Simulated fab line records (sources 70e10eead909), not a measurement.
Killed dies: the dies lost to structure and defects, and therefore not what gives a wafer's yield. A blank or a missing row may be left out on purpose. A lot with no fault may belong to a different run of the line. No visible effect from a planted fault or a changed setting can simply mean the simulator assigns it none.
Matching of chambers + flow nand_harc + 4 sister chambers for NHARC_P_CONTACT_ALD_22 on ald_metal-04
The step deposits TiN, target thk 3 nm, pulse time 1 s, ald cycles 150. 16 wafers are shown with their chamber, then 8 later ones without.

## EACH WAFER AND ITS CHAMBER
| wafer  | chamber | heater_power_w (W) | precursor_pulse_height_rel |
|--------|---------|--------------------|----------------------------|
| L075.3 | 2       | 1166               | 1.001                      |
| L075.4 | 0       | 843                | 1.008                      |
| L075.6 | 3       | 1072               | 0.976                      |
| L078.2 | 0       | 838                | 1.018                      |
| L078.4 | 3       | 1070               | 1.014                      |
| L078.6 | 2       | 1189               | 0.970                      |
| L083.4 | 1       | 1116               | 0.995                      |
| L083.5 | 3       | 1091               | 0.986                      |
| L083.6 | 2       | 1169               | 0.997                      |
| L084.2 | 1       | 1101               | 0.979                      |
| L084.3 | 3       | 1075               | 0.982                      |
| L084.5 | 1       | 1107               | 1.040                      |
| L088.1 | 2       | 1184               | 0.997                      |
| L088.5 | 1       | 1108               | 1.013                      |
| L088.6 | 0       | 871                | 0.993                      |
| L090.3 | 1       | 1123               | 0.999                      |

SIGNATURES (averages over the wafers above)
| reading                    | chamber 0 | chamber 1 | chamber 2 | chamber 3 | scatter within a chamber |
|----------------------------|-----------|-----------|-----------|-----------|--------------------------|
| heater_power_w             | 850.67    | 1111.00   | 1177.00   | 1077.00   | 11.5                     |
| precursor_pulse_height_rel | 1.00633   | 1.00520   | 0.99125   | 0.98950   | 0.018                    |
Rule: for each reading, subtract the chamber's mean from the wafer's reading, divide by that reading's scatter and square the result; add these up over the readings and take the root, which gives the wafer's distance from the chamber. If the next closest chamber is less than 2 further off than the closest, the wafer can't be placed; otherwise it belongs to the closest. The scatter is the square root of a quotient: the sum, over the shown wafers, of each reading's squared deviation from its chamber's mean, divided by wafers minus chambers.

## WAFERS WITH NO CHAMBER GIVEN
| wafer  | heater_power_w (W) | precursor_pulse_height_rel |
|--------|--------------------|----------------------------|
| L090.4 | 1097               | 1.005                      |
| L090.5 | 1111               | 0.974                      |
| L096.1 | 1162               | 0.984                      |
| L096.2 | 839                | 1.032                      |
| L096.3 | 1088               | 1.029                      |
| L096.4 | 1181               | 1.006                      |
| L096.5 | 1169               | 1.006                      |
| L096.6 | 1067               | 0.988                      |

## WHICH CHAMBER EACH WENT THROUGH
| wafer  | from the rows above     | in truth                   |
|--------|-------------------------|----------------------------|
| L090.4 | can't be placed: 1 or 3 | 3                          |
| L090.5 | can't be placed: 1 or 3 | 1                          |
| L096.1 | 2                       | 2                          |
| L096.2 | 0                       | 0                          |
| L096.3 | can't be placed: 3 or 1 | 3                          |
| L096.4 | 2                       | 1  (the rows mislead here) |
| L096.5 | 2                       | 2                          |
| L096.6 | 3                       | 3                          |
Correctly placed: 4 of 8. Can't be placed from these rows: 3 (the true chamber is among the candidates in 3). Number placed wrongly: 1.
